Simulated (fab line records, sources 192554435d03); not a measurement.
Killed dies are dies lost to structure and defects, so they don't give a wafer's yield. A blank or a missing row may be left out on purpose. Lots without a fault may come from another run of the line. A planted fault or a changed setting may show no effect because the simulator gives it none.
Split-lot experiment | flow n5_finfet | 7 lots, 21 wafers read, on a route of 1938 steps

THE SPLIT
At N5_BEOL_M5_HM_DEP_02 (deposits TiN, target thk 20 nm), the setting target_thk_a was moved away from the recipe's 200 angstrom on 5 of the 21 wafers read, by -3.7% to +9.4%. The other wafers ran this setting at the recipe's value.

The reading is taken at the split's own step.

THE READING
TiN_of_BEOL_M5_HM_DEP_02.thk_nm (the simulator's own value, which no gauge read), in nm, at N5_BEOL_M5_HM_DEP_02 (deposits TiN, target thk 20 nm). The file gives no usual value for it. The 16 wafers here that ran the recipe average 20.1 nm, standard deviation 0.2 nm.

wafer  | tool, chamber at the split | target_thk_a as run, angstrom | against the recipe | TiN_of_BEOL_M5_HM_DEP_02.thk_nm, nm | against lot-mates on the recipe
L078.1 | pvd_sputter-02, -          | 200                           | recipe             | 20                                  | -
L078.2 | pvd_sputter-02, -          | 200                           | recipe             | 20.4                                | -
L078.5 | pvd_sputter-02, -          | 200                           | recipe             | 20.2                                | -
L083.1 | pvd_sputter-02, -          | 200                           | recipe             | 20.2                                | -
L083.4 | pvd_sputter-02, -          | 200                           | recipe             | 20.4                                | -
L083.6 | pvd_sputter-02, -          | 200                           | recipe             | 20.4                                | -
L084.1 | pvd_sputter-02, -          | 211.6                         | +5.8%              | 21                                  | +1.2
L084.3 | pvd_sputter-02, -          | 211.6                         | +5.8%              | 21.4                                | +1.6
L084.6 | pvd_sputter-02, -          | 200                           | recipe             | 19.8                                | -
L085.4 | pvd_sputter-03, -          | 200                           | recipe             | 20.2                                | -
L085.5 | pvd_sputter-03, -          | 200                           | recipe             | 19.8                                | -
L085.6 | pvd_sputter-03, -          | 200                           | recipe             | 20                                  | -
L093.1 | pvd_sputter-03, -          | 200                           | recipe             | 20                                  | -
L093.4 | pvd_sputter-03, -          | 200                           | recipe             | 20.2                                | -
L093.5 | pvd_sputter-03, -          | 218.8                         | +9.4%              | 22                                  | +1.9
L094.1 | pvd_sputter-03, -          | 200                           | recipe             | 20                                  | -
L094.2 | pvd_sputter-03, -          | 200                           | recipe             | 20                                  | -
L094.3 | pvd_sputter-03, -          | 200                           | recipe             | 20.2                                | -
L097.2 | pvd_sputter-01, -          | 192.5                         | -3.7%              | 19                                  | -0.8
L097.3 | pvd_sputter-01, -          | 200                           | recipe             | 19.8                                | -
L097.4 | pvd_sputter-01, -          | 192.5                         | -3.7%              | 18.8                                | -1.0

THE FIT
A straight line over all 21 wafers: TiN_of_BEOL_M5_HM_DEP_02.thk_nm changes by +0.22 nm for each +1% of target_thk_a; r = +0.94; the points scatter about the line by 0.23 nm.
The same after taking each lot's own level away (the mean of its wafers on the recipe; 21 wafers): +0.223 nm for each +1%; r = +0.98; scatter 0.15 nm.
On that fit, the largest move of target_thk_a shifts the reading by 2.1 nm.
The lots' own levels span 19.80 to 20.33 nm, that is 2.7 times the standard deviation above.
So the lot-to-lot level changes the slope little: the two slopes agree.
Check: with one of the wafers moved furthest among these (+9.4%) left out of the fit, the line predicts +2.27 nm for it against its lot-mates. It came out at +1.9 nm against them.

OTHER SPLITS ON THESE WAFERS
These wafers also went through other splits before the reading. Each is held against what the fit with the lots' levels taken away leaves over:
other split on the same wafers  | wafers away from the commonest value | r with TiN_of_BEOL_M5_HM_DEP_02.thk_nm (lot level and that fit taken away)
N5_BEOL_M0_SAQP_PECVD_04 time_s | 5                                    | -0.01
N5_BEOL_M0_ETCH_109 bias_w      | 7                                    | -0.12
N5_BEOL_M1_EXPOSE_25 dose_mj    | 5                                    | +0.35
N5_BEOL_M1_DESCUM_33 time_s     | 7                                    | +0.16
N5_BEOL_M3_COAT_22 spin_rpm     | 7                                    | -0.05

THE FILE'S OWN FIT
TiN_of_BEOL_M5_HM_DEP_02.thk_nm changes by +0.216 nm for each +1% of target_thk_a, r = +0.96.
